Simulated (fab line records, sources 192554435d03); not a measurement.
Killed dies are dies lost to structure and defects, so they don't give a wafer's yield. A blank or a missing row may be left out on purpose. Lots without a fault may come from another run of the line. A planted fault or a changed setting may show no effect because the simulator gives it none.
Chamber matching | flow n5_finfet | N5_MOL_CONTACT_COAG_CONTACT_ETCH_14 on rie_diel-01: 4 sister chambers
The step etches SiO2 in C4F6/O2, target depth 27.5 nm, overetch 8.5 nm, time 20 s. 4 wafers are shown with their chamber, then 7 later ones without.

WAFERS WITH THEIR CHAMBER
wafer  | chamber | showerhead_plenum_p_Torr (Torr)
L094.1 | 1       | 2.81
L094.2 | 0       | 2.94
L094.4 | 3       | 3.03
L094.5 | 2       | 2.87

WAFERS WITHOUT THEIR CHAMBER
wafer  | showerhead_plenum_p_Torr (Torr)
L094.6 | 3.03
L095.2 | 2.87
L095.4 | 3.03
L095.6 | 2.81
L097.1 | 3.03
L097.3 | 2.81
L097.5 | 2.80

WHICH CHAMBER EACH WENT THROUGH
wafer  | from the rows above | in truth
L094.6 | 3                   | 3
L095.2 | 2                   | 2
L095.4 | 3                   | 3
L095.6 | 1                   | 1
L097.1 | 3                   | 3
L097.3 | 1                   | 1
L097.5 | 1                   | 1
Placed correctly: 7 of 7. Can't be placed from these rows: 0. Placed wrongly: 0.
How it was worked out, from the rows above alone: a wafer's distance from a chamber is the root of the sum, over the readings, of the square of ((its reading less the chamber's mean) divided by the reading's scatter). The wafer belongs to the nearest chamber; if the next one is less than 2 further off, it can't be placed. A chamber's mean is the mean of its shown wafers. The scatter: with one shown wafer a chamber, the root of the mean of the squares of how far each hidden wafer lies from its nearest shown one.
